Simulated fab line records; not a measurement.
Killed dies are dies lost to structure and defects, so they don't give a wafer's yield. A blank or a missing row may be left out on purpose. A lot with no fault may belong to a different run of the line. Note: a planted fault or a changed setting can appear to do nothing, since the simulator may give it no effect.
A single fault, viewed from 2 desks :: flow n5Finfet :: what lay behind the numbers comes last; until then each desk has only its own

== AT THE METROLOGY DESK ==
What the gauges read, lot by lot, whatever tool the lot ran on: means of the sampled wafers that have a number. A lot is out of limits, marked OUT, if its mean lies more than 4 standard deviations from the usual mean; the brackets give that distance. It has 11 readings, of which 7 appear: the earliest out of limits, and the ones furthest out on some lot.
Columns: A = M4_ILD_THK at N5_BEOL_M4_THK_MEAS_01, usual 78.9 nm; B = DIBL_N at N5_BEOL_M4_RC_MEAS_101, usual 35.7 mV/V; C = DIBL_P at N5_BEOL_M4_RC_MEAS_101, usual 35.7 mV/V; D = IOFF_N at N5_BEOL_M4_RC_MEAS_101, usual 0.155 nA/um; E = SS_N at N5_BEOL_M4_RC_MEAS_101, usual 71.3 mV/dec; F = VT_N at N5_BEOL_M4_RC_MEAS_101, usual 250 mV; G = VT_P at N5_BEOL_M4_RC_MEAS_101, usual -251 mV
lot: L579
first seen here: day 7 09:41
A: 79.3
B: 36.4
C: 35.8
D: 0.155
E: 71.5
F: 251
G: -251

lot: L580
first seen here: day 8 06:23
A: 77.2
B: 37.1
C: 37.3
D: 0.185
E: 71.6
F: 246
G: -248

lot: L581
first seen here: day 8 17:29
A: 77.0
B: 34.6
C: 34.8
D: 0.156
E: 71.2
F: 248
G: -249

lot: L585
first seen here: day 9 03:32
A: 79.1
B: 36.3
C: 37.5
D: 0.182
E: 71.3
F: 246
G: -248

lot: L587
first seen here: day 9 22:13
A: 62.1 (-15) OUT
B: 36.9
C: 35.4
D: 0.152
E: 71.6
F: 253
G: -248

lot: L588
first seen here: day 10 00:48
A: 61.1 (-16) OUT
B: 35.8
C: 34.4
D: 0.142
E: 71.2
F: 252
G: -256

lot: L592
first seen here: day 11 01:55
A: 78.1
B: 37.9
C: 38.1
D: 0.194
E: 71.5
F: 248
G: -251

lot: L594
first seen here: day 11 09:32
A: 79.5
B: 37.2
C: 37.3
D: 0.162
E: 71.7
F: 251
G: -249

lot: L596
first seen here: day 11 19:26
A: 80.1
B: 36.1
C: 37.0
D: 0.170
E: 71.2
F: 246
G: -249

lot: L598
first seen here: day 12 08:18
A: 78.8
B: 36.0
C: 35.1
D: 0.139
E: 71.2
F: 251
G: -249

lot: L599
first seen here: day 13 01:07
A: 79.5
B: 35.0
C: 35.5
D: 0.144
E: 71.1
F: 251
G: -254

lot: L601
first seen here: day 13 04:56
A: 81.3
B: 36.7
C: 38.7
D: 0.167
E: 71.1
F: 248
G: -252

lot: L600
first seen here: day 13 10:22
A: 79.7
B: 34.9
C: 34.5
D: 0.152
E: 71.0
F: 251
G: -251

lot: L602
first seen here: day 13 20:25
A: 77.4
B: 36.5
C: 38.2
D: 0.174
E: 72.1
F: 247
G: -251
This desk's result: L587, L588 out of limits, first on L587 (M4_ILD_THK at N5_BEOL_M4_THK_MEAS_01), day 9 22:13. L579, L580, L581, L585, L592, L594, L596, L598, L599, L601, L600, L602: within limits.

== THE TOOL OWNER'S DESK: pecvd-03 ==
The tool's own readings at N5_BEOL_M4_ILD_DEP_00 (deposits SiOC from DEMS/O2, target thk 79 nm, time 15.3 s): means of the sampled wafers that have a number, for each lot that ran on this tool. A lot is out of limits, marked OUT, if its mean lies more than 4 standard deviations from the usual mean; the brackets give that distance.
Columns: A = heaterPowerW at N5_BEOL_M4_ILD_DEP_00, usual 468 W; B = showerheadPlenumPTorr at N5_BEOL_M4_ILD_DEP_00, usual 5.691 Torr; C = throttleValvePct at N5_BEOL_M4_ILD_DEP_00, usual 12.1 %
lot: L581
first seen here: day 8 17:25
A: 433
B: 5.692
C: 11.8

lot: L587
first seen here: day 9 22:07
A: 434
B: 5.688
C: 12.0

lot: L588
first seen here: day 10 00:43
A: 431
B: 5.684
C: 12.2

lot: L602
first seen here: day 13 20:22
A: 457
B: 5.695
C: 12.0
This desk found nothing out of limits on any of the 4 lots.

== PUT TOGETHER ==
The metrology desk could have raised an alarm at day 9 22:13, on L587, L588.
Nothing out of limits was seen by the tool owner's desk.
The tool owner's desk has L587, L588 on record, within its limits.
The lots listed all ran N5_BEOL_M4_ILD_DEP_00 on pecvd-03.

== WHAT HAD BEEN PUT IN BY THE SIMULATOR ==
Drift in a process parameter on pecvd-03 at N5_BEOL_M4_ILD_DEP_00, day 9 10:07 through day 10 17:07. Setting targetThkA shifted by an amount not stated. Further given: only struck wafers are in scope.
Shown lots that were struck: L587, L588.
Per desk, hours elapsed from the start of the fault to the first reading out of limits: for the metrology desk, 12.
